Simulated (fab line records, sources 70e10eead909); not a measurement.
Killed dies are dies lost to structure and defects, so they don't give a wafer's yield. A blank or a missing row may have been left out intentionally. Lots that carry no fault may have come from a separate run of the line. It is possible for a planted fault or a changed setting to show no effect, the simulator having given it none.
Which tool was responsible? / flow nand_harc / 6 lots with 18 wafers sampled at 2 steps, on a route of 1302 steps

== WHAT THE GAUGES READ, wafer by wafer ==
NHARC_A_ONON_D1_THK_MEAS_30: measures by ellipsometry.
lot=L434; measured=day 9 10:55; on=film_metro-02; thk_nm (nm)=1010 1007 1009
lot=L438; measured=day 11 05:29; on=film_metro-02; thk_nm (nm)=1005 1004 1004
lot=L442; measured=day 13 04:08; on=film_metro-02; thk_nm (nm)=1027 1027 1025
lot=L445; measured=day 14 06:20; on=film_metro-02; thk_nm (nm)=632 632 630
lot=L451; measured=day 16 18:11; on=film_metro-01; thk_nm (nm)=1002 1001 1001
lot=L453; measured=day 17 06:19; on=film_metro-02; thk_nm (nm)=990 990 992

== WHICH TOOL RAN EACH LOT (tool, then ch and the chambers of the sampled wafers, then the start) ==
lot=L434; NHARC_A_ONON_D1_DEP_28=pecvd_onon-02 ch 0, day 9 10:25
lot=L438; NHARC_A_ONON_D1_DEP_28=pecvd_onon-03 ch 0, day 11 05:02
lot=L442; NHARC_A_ONON_D1_DEP_28=pecvd_onon-02 ch 0, day 13 03:38
lot=L445; NHARC_A_ONON_D1_DEP_28=pecvd_onon-02 ch 0, day 14 05:50
lot=L451; NHARC_A_ONON_D1_DEP_28=pecvd_onon-01 ch 0, day 16 17:40
lot=L453; NHARC_A_ONON_D1_DEP_28=pecvd_onon-02 ch 0, day 17 05:49
- NHARC_A_ONON_D1_DEP_28: target thk 1000 nm.

== THE ANSWER, worked out from the rows above alone ==
Rule: usual is defined by the lots themselves. The widest of any qualifying gaps counts: lots, ordered by their means at a reading, are off when they make up no more than a third of the lots, leave a main group of 4 or more, and stand apart from it by 3 or more times the standard deviation of that group's means. Not used: any main group whose means are identical at the precision the tables above print for the reading. A lot without any number at a reading at which 4 lots or more have one is off too. The other lots that the step has rows for count as sound.
Off: L445 (NHARC_A_ONON_D1_THK_MEAS_30, thk_nm). Main group: mean 1006 nm, sd 12.
A tool fits if, at a process step before that reading, it ran every lot that is off, and no sound lot after the first of them. The gauges at NHARC_A_ONON_D1_THK_MEAS_30 are tried like those tools. None of those tried fits.

== WHAT THE SIMULATOR HAD INSERTED ==
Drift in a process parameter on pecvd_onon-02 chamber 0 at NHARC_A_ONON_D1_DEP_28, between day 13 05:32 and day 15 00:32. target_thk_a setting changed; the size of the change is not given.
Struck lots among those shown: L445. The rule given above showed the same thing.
